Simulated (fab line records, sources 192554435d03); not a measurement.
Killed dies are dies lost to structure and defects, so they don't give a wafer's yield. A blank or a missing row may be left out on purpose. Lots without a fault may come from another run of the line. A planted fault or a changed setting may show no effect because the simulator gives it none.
Which tool did it? | flow n5_finfet | 24 lots, 72 wafers sampled, at 6 steps of a route of 1938

WHAT THE GAUGES READ, wafer by wafer
N5_BEOL_M6_OCD_MEAS_38. Usual: trench_depth_nm 93.1 nm, standard deviation 2.3.
lot  | measured     | on     | trench_depth_nm (nm) | flag
L074 | day 9 04:13  | ocd-02 | 91.8 91.7 97.4       |
L075 | day 10 02:37 | ocd-02 | 92.5 98.0 92.4       |
L076 | day 10 06:23 | ocd-02 | 92.8 93.0 88.6       |
L077 | day 10 11:27 | ocd-01 | 87.5 90.6 92.4       |
L079 | day 10 11:41 | ocd-02 | 95.9 92.1 93.5       |
L078 | day 10 13:53 | ocd-02 | 91.6 93.4 87.6       |
L080 | day 10 17:33 | ocd-01 | 93.2 97.5 96.3       |
L081 | day 10 19:44 | ocd-02 | 95.1 91.5 92.7       |
L083 | day 11 14:44 | ocd-02 | 89.0 93.2 89.4       |
L082 | day 11 21:08 | ocd-01 | 91.2 93.2 91.2       |
L084 | day 12 06:02 | ocd-01 | 92.8 93.5 97.2       |
L086 | day 12 11:16 | ocd-02 | 92.4 96.3 90.8       |
L087 | day 12 18:01 | ocd-01 | 91.7 96.6 95.5       |
L085 | day 12 18:15 | ocd-02 | 89.2 91.2 94.0       |
L088 | day 12 22:20 | ocd-01 | 89.9 94.4 94.4       |
L090 | day 13 17:36 | ocd-02 | 94.4 92.5 93.9       |
L091 | day 13 18:58 | ocd-02 | 94.9 91.8 93.5       |
L089 | day 13 22:10 | ocd-02 | 91.5 94.1 91.1       |
L093 | day 14 06:02 | ocd-02 | 96.6 93.2 93.4       |
L092 | day 14 06:07 | ocd-02 | 93.5 90.2 92.9       |
L096 | day 14 21:46 | ocd-01 | 95.0 95.9 91.6       |
L094 | day 14 23:35 | ocd-01 | 92.4 93.5 91.3       |
L095 | day 15 00:44 | ocd-02 | 92.4 94.5 94.7       |
L097 | day 16 01:27 | ocd-01 | 92.0 95.8 92.9       |

N5_BEOL_M6_RS_MEAS_57: measures by four-point-probe. Usual: M6_RS 0.292 ohm/sq, standard deviation 0.012.
lot  | measured     | on            | M6_RS (ohm/sq)    | flag
L074 | day 9 06:59  | film_metro-01 | 0.305 0.291 0.278 |
L075 | day 10 07:21 | film_metro-02 | 0.283 0.269 0.283 |
L076 | day 10 09:59 | film_metro-02 | 0.293 0.287 0.312 |
L077 | day 10 13:57 | film_metro-01 | 0.327 0.307 0.291 |
L079 | day 10 14:46 | film_metro-02 | 0.289 0.312 0.289 |
L078 | day 10 16:53 | film_metro-01 | 0.290 0.299 0.313 |
L080 | day 10 21:14 | film_metro-02 | 0.298 0.276 0.288 |
L081 | day 10 22:22 | film_metro-01 | 0.276 0.303 0.295 |
L083 | day 11 18:31 | film_metro-01 | 0.306 0.288 0.311 |
L082 | day 12 01:28 | film_metro-01 | 0.302 0.281 0.312 |
L084 | day 12 08:47 | film_metro-01 | 0.299 0.305 0.280 |
L086 | day 12 13:50 | film_metro-01 | 0.295 0.283 0.303 |
L087 | day 12 21:14 | film_metro-01 | 0.306 0.270 0.282 |
L085 | day 12 22:04 | film_metro-02 | 0.307 0.298 0.292 |
L088 | day 13 00:29 | film_metro-01 | 0.312 0.285 0.290 |
L090 | day 13 20:10 | film_metro-02 | 0.274 0.282 0.277 |
L091 | day 14 00:05 | film_metro-02 | 0.281 0.287 0.287 |
L089 | day 14 00:54 | film_metro-02 | 0.298 0.282 0.298 |
L093 | day 14 09:26 | film_metro-01 | 0.280 0.295 0.286 |
L092 | day 14 09:28 | film_metro-02 | 0.297 0.308 0.296 |
L096 | day 15 01:08 | film_metro-01 | 0.281 0.280 0.295 |
L094 | day 15 01:47 | film_metro-01 | 0.306 0.288 0.299 |
L095 | day 15 04:35 | film_metro-02 | 0.296 0.293 0.286 |
L097 | day 16 05:04 | film_metro-01 | 0.298 0.293 0.287 |

N5_BEOL_M6_INSPECT_58: inspects for defects (darkfield). Usual: raw_defect_count 69, standard deviation 22.
lot  | measured     | on                | raw_defect_count | flag
L074 | day 9 07:01  | defect_inspect-01 | 77 39 62         |
L075 | day 10 07:22 | defect_inspect-02 | 69 87 67         |
L076 | day 10 10:00 | defect_inspect-02 | 81 40 52         |
L077 | day 10 13:59 | defect_inspect-01 | 70 59 46         |
L079 | day 10 14:48 | defect_inspect-02 | 46 55 58         |
L078 | day 10 16:55 | defect_inspect-01 | 87 64 65         |
L080 | day 10 21:16 | defect_inspect-02 | 56 62 79         |
L081 | day 10 22:23 | defect_inspect-02 | 80 45 84         |
L083 | day 11 18:32 | defect_inspect-01 | 89 81 51         |
L082 | day 12 01:29 | defect_inspect-02 | 64 43 43         |
L084 | day 12 08:49 | defect_inspect-02 | 74 104 120       |
L086 | day 12 13:51 | defect_inspect-02 | 45 57 49         |
L087 | day 12 21:16 | defect_inspect-02 | 41 37 76         |
L085 | day 12 22:05 | defect_inspect-01 | 79 103 94        |
L088 | day 13 00:30 | defect_inspect-02 | 97 67 89         |
L090 | day 13 20:11 | defect_inspect-02 | 57 59 62         |
L091 | day 14 00:07 | defect_inspect-01 | 74 76 71         |
L089 | day 14 00:56 | defect_inspect-02 | 95 104 123       |
L093 | day 14 09:27 | defect_inspect-02 | 56 64 71         |
L092 | day 14 09:30 | defect_inspect-01 | 120 69 81        |
L096 | day 15 01:09 | defect_inspect-02 | 29 52 72         |
L094 | day 15 01:49 | defect_inspect-02 | 79 92 64         |
L095 | day 15 04:37 | defect_inspect-02 | 74 61 58         |
L097 | day 16 05:05 | defect_inspect-02 | 51 40 76         |

N5_BEOL_M7_INSPECT_58: inspects for defects (darkfield). Usual: raw_defect_count 74, standard deviation 25.
lot  | measured     | on                | raw_defect_count | flag
L074 | day 9 17:28  | defect_inspect-01 | 64 49 67         |
L075 | day 10 13:37 | defect_inspect-01 | 70 70 68         |
L076 | day 10 16:23 | defect_inspect-01 | 111 70 86        |
L077 | day 10 19:56 | defect_inspect-02 | 126 90 102       |
L079 | day 10 23:29 | defect_inspect-02 | 52 35 59         |
L078 | day 11 00:47 | defect_inspect-01 | 57 37 23         |
L080 | day 11 03:33 | defect_inspect-02 | 99 58 70         |
L081 | day 11 05:18 | defect_inspect-01 | 53 110 49        |
L083 | day 12 03:02 | defect_inspect-02 | 111 132 108      |
L082 | day 12 08:57 | defect_inspect-02 | 72 55 81         |
L084 | day 12 15:55 | defect_inspect-02 | 57 56 65         |
L086 | day 12 22:57 | defect_inspect-01 | 72 100 63        |
L087 | day 13 06:04 | defect_inspect-01 | 106 69 52        |
L085 | day 13 06:20 | defect_inspect-02 | 77 71 85         |
L088 | day 13 07:12 | defect_inspect-01 | 64 78 108        |
L090 | day 14 03:58 | defect_inspect-01 | 71 98 92         |
L091 | day 14 09:13 | defect_inspect-01 | 73 52 65         |
L089 | day 14 09:43 | defect_inspect-01 | 91 71 80         |
L093 | day 15 00:37 | defect_inspect-02 | 41 52 38         |
L092 | day 15 01:19 | defect_inspect-02 | 74 107 118       |
L096 | day 15 07:58 | defect_inspect-02 | 58 35 60         |
L094 | day 15 08:15 | defect_inspect-01 | 60 89 72         |
L095 | day 15 12:53 | defect_inspect-02 | 56 66 70         |
L097 | day 16 11:52 | defect_inspect-01 | 71 60 62         |

WHICH TOOL RAN EACH LOT (tool, then ch and the chambers of the sampled wafers, then the start)
lot  | N5_BEOL_M6_ETCH_65                 | N5_BEOL_M7_STRIP_36
L074 | rie_diel-06 ch 0,2,3, day 9 03:51  | rie_diel-04 ch 0,2,3, day 9 10:50
L075 | rie_diel-06 ch 2,3, day 10 02:14   | rie_diel-01 ch 2,3, day 10 10:19
L076 | rie_diel-05 ch 0,1,3, day 10 06:01 | rie_diel-04 ch 0,1, day 10 13:34
L077 | rie_diel-05 ch 1,2,3, day 10 11:04 | rie_diel-03 ch 1,2,3, day 10 17:17
L079 | rie_diel-02 ch 1,2,3, day 10 11:19 | rie_diel-03 ch 0,1,2, day 10 20:07
L078 | rie_diel-05 ch 0,1,2, day 10 13:31 | rie_diel-01 ch 1,2, day 10 21:50
L080 | rie_diel-06 ch 0,1,2, day 10 17:11 | rie_diel-03 ch 0,1, day 11 00:55
L081 | rie_diel-06 ch 0,1,3, day 10 19:22 | rie_diel-03 ch 0,2,3, day 11 01:19
L083 | rie_diel-05 ch 0,1, day 11 14:12   | rie_diel-01 ch 1,2,3, day 12 00:21
L082 | rie_diel-06 ch 0,1, day 11 20:46   | rie_diel-04 ch 0,3, day 12 05:48
L084 | rie_diel-06 ch 1,2,3, day 12 05:39 | rie_diel-04 ch 2,3, day 12 13:26
L086 | rie_diel-06 ch 0,2,3, day 12 10:53 | rie_diel-01 ch 0,1,2, day 12 19:16
L087 | rie_diel-06 ch 0,1,2, day 12 17:39 | rie_diel-04 ch 0,1,2, day 13 01:35
L085 | rie_diel-05 ch 1,2,3, day 12 17:53 | rie_diel-01 ch 0,1,2, day 13 01:53
L088 | rie_diel-05 ch 1,3, day 12 21:58   | rie_diel-01 ch 1,2,3, day 13 04:16
L090 | rie_diel-02 ch 0,3, day 13 17:14   | rie_diel-01 ch 0,1,3, day 14 01:32
L091 | rie_diel-06 ch 0,1,3, day 13 18:35 | rie_diel-01 ch 0,1,3, day 14 05:44
L089 | rie_diel-05 ch 0,2, day 13 21:47   | rie_diel-03 ch 1,2,3, day 14 06:22
L093 | rie_diel-02 ch 1,2,3, day 14 05:40 | rie_diel-03 ch 0,1, day 14 20:38
L092 | rie_diel-05 ch 0,1, day 14 05:44   | rie_diel-03 ch 0,1,3, day 14 21:02
L096 | rie_diel-05 ch 0,2, day 14 21:13   | rie_diel-03 ch 0,1, day 15 05:29
L094 | rie_diel-02 ch 0,3, day 14 23:02   | rie_diel-04 ch 0,1,2, day 15 05:33
L095 | rie_diel-02 ch 0,3, day 15 00:11   | rie_diel-04 ch 0,1,3, day 15 09:44
L097 | rie_diel-06 ch 2,3, day 16 01:04   | rie_diel-04 ch 0,2,3, day 16 09:04
- N5_BEOL_M6_ETCH_65: etches SiARC in CF4, target depth 15.6 nm, time 26 s.
- N5_BEOL_M7_STRIP_36: strips in N2/H2.

WHAT THE TOOLS THEMSELVES READ (means of the sampled wafers that have a number; where no wafer has one, the mark that the record gives instead)
N5_BEOL_M6_ETCH_65. Usual: drypump_motor_current_A 5.6 A, standard deviation 0.56; etch_rf_on_time_s 26.3 s, standard deviation 0.86; oes_product_au 0.68 a.u., standard deviation 0.073; rf_vpp_V 184.0 V, standard deviation 1.1; showerhead_plenum_p_Torr 2.14 Torr, standard deviation 0.048; throttle_valve_pct 15.52 %, standard deviation 0.26.
lot  | tool        | drypump_motor_current_A (A) | etch_rf_on_time_s (s) | oes_product_au (a.u.) | rf_vpp_V (V) | showerhead_plenum_p_Torr (Torr) | throttle_valve_pct (%) | flag
L074 | rie_diel-06 | 5.2                         | 26.3                  | 0.73                  | 184.5        | 2.16                            | 15.43                  |
L075 | rie_diel-06 | 5.0                         | 26.4                  | 0.75                  | 184.1        | 2.11                            | 15.20                  |
L076 | rie_diel-05 | 5.6                         | 26.7                  | 0.61                  | 182.9        | 2.13                            | 15.62                  |
L077 | rie_diel-05 | 5.5                         | 27.1                  | 0.62                  | 184.2        | 2.14                            | 15.57                  |
L079 | rie_diel-02 | 5.4                         | 25.6                  | 0.68                  | 184.1        | 2.18                            | 15.76                  |
L078 | rie_diel-05 | 5.7                         | 26.7                  | 0.65                  | 183.3        | 2.10                            | 15.52                  |
L080 | rie_diel-06 | 5.7                         | 26.0                  | 0.70                  | 184.7        | 2.17                            | 15.43                  |
L081 | rie_diel-06 | 5.5                         | 26.5                  | 0.68                  | 184.0        | 2.15                            | 15.36                  |
L083 | rie_diel-05 | 5.4                         | 27.4                  | 0.60                  | 183.2        | 2.11                            | 15.58                  |
L082 | rie_diel-06 | 5.7                         | 26.6                  | 0.63                  | 184.9        | 2.19                            | 15.62                  |
L084 | rie_diel-06 | 5.6                         | 26.0                  | 0.72                  | 184.6        | 2.13                            | 15.21                  |
L086 | rie_diel-06 | 5.2                         | 26.3                  | 0.69                  | 184.2        | 2.15                            | 15.49                  |
L087 | rie_diel-06 | 5.7                         | 26.2                  | 0.68                  | 185.1        | 2.16                            | 15.46                  |
L085 | rie_diel-05 | 5.5                         | 26.7                  | 0.69                  | 183.8        | 2.14                            | 15.44                  |
L088 | rie_diel-05 | 5.4                         | 26.6                  | 0.73                  | 184.0        | 2.17                            | 15.38                  |
L090 | rie_diel-02 | 5.8                         | 25.9                  | 0.80                  | 185.0        | 2.18                            | 15.64                  |
L091 | rie_diel-06 | 5.5                         | 26.2                  | 0.67                  | 183.5        | 2.14                            | 15.41                  |
L089 | rie_diel-05 | 6.1                         | 26.4                  | 0.66                  | 184.3        | 2.07                            | 15.54                  |
L093 | rie_diel-02 | 5.4                         | 25.7                  | 0.65                  | 184.9        | 2.17                            | 15.83                  |
L092 | rie_diel-05 | 5.8                         | 26.6                  | 0.61                  | 182.6        | 2.07                            | 15.65                  |
L096 | rie_diel-05 | 6.2                         | 25.6                  | 0.65                  | 183.0        | 2.06                            | 15.62                  |
L094 | rie_diel-02 | 5.9                         | 26.5                  | 0.76                  | 184.9        | 2.18                            | 15.67                  |
L095 | rie_diel-02 | 5.6                         | 25.9                  | 0.75                  | 184.0        | 2.18                            | 15.73                  |
L097 | rie_diel-06 | 5.0                         | 26.2                  | 0.70                  | 184.2        | 2.10                            | 15.29                  |

N5_BEOL_M7_STRIP_36. Usual: drypump_motor_current_A 5.4 A, standard deviation 0.45; h2_flow_sccm 200.0 sccm, standard deviation 0.59; oes_product_au 0.81 a.u., standard deviation 0.078; rf_vpp_V 59.2 V, standard deviation 1.5; showerhead_plenum_p_Torr 2.53 Torr, standard deviation 0.086; throttle_valve_pct 23.6 %, standard deviation 0.38.
lot  | tool        | drypump_motor_current_A (A) | h2_flow_sccm (sccm) | oes_product_au (a.u.) | rf_vpp_V (V) | showerhead_plenum_p_Torr (Torr) | throttle_valve_pct (%) | flag
L074 | rie_diel-04 | 5.5                         | 200.0               | 0.79                  | 59.3         | 2.52                            | 24.0                   |
L075 | rie_diel-01 | 5.5                         | 200.3               | 0.89                  | 59.0         | 2.49                            | 23.3                   |
L076 | rie_diel-04 | 5.4                         | 200.3               | 0.86                  | 59.3         | 2.57                            | 23.7                   |
L077 | rie_diel-03 | 5.6                         | 199.8               | 0.78                  | 58.1         | 2.51                            | 23.7                   |
L079 | rie_diel-03 | 5.2                         | 200.0               | 0.81                  | 58.5         | 2.58                            | 23.5                   |
L078 | rie_diel-01 | 5.3                         | 200.2               | 0.82                  | 57.7         | 2.44                            | 23.7                   |
L080 | rie_diel-03 | 5.2                         | 199.7               | 0.84                  | 59.5         | 2.61                            | 23.4                   |
L081 | rie_diel-03 | 5.4                         | 200.2               | 0.83                  | 59.0         | 2.56                            | 23.4                   |
L083 | rie_diel-01 | 5.4                         | 199.7               | 0.82                  | 57.7         | 2.47                            | 23.5                   |
L082 | rie_diel-04 | 5.7                         | 200.7               | 0.82                  | 59.2         | 2.57                            | 24.0                   |
L084 | rie_diel-04 | 5.3                         | 200.4               | 0.70                  | 60.5         | 2.46                            | 24.1                   |
L086 | rie_diel-01 | 5.3                         | 200.2               | 0.83                  | 60.1         | 2.51                            | 23.7                   |
L087 | rie_diel-04 | 5.2                         | 200.4               | 0.76                  | 58.3         | 2.50                            | 23.8                   |
L085 | rie_diel-01 | 5.3                         | 199.9               | 0.82                  | 60.2         | 2.51                            | 23.7                   |
L088 | rie_diel-01 | 5.4                         | 199.8               | 0.81                  | 59.0         | 2.47                            | 23.5                   |
L090 | rie_diel-01 | 5.3                         | 200.5               | 0.82                  | 59.9         | 2.54                            | 23.6                   |
L091 | rie_diel-01 | 5.3                         | 200.0               | 0.82                  | 59.3         | 2.54                            | 23.6                   |
L089 | rie_diel-03 | 5.6                         | 199.4               | 0.76                  | 59.7         | 2.51                            | 23.7                   |
L093 | rie_diel-03 | 5.2                         | 200.6               | 0.81                  | 59.5         | 2.60                            | 23.4                   |
L092 | rie_diel-03 | 5.6                         | 200.2               | 0.79                  | 60.3         | 2.54                            | 23.6                   |
L096 | rie_diel-03 | 5.4                         | 199.9               | 0.75                  | 60.1         | 2.55                            | 23.7                   |
L094 | rie_diel-04 | 5.3                         | 199.8               | 0.86                  | 59.2         | 2.60                            | 23.6                   |
L095 | rie_diel-04 | 5.8                         | 200.4               | 0.78                  | 58.2         | 2.53                            | 23.9                   |
L097 | rie_diel-04 | 5.5                         | 199.1               | 0.83                  | 58.8         | 2.61                            | 23.9                   |

THE ANSWER, worked out from the rows above alone
Rule: a lot is off if the mean of its wafers that have a number lies more than 3 standard deviations from the usual mean. A lot without any number at a reading at which 4 lots or more have one is off too. The other lots that the step has rows for count as sound. The gauges are gone through in route order, then the tools' own readings, and for those a lot's mean is taken as printed above. The first step at which some lot is off is used, and at that step the reading that is off furthest; a lot without a number counts as furthest.
No lot is off at any reading shown: from this, nothing can be told.

WHAT THE SIMULATOR HAD PUT IN
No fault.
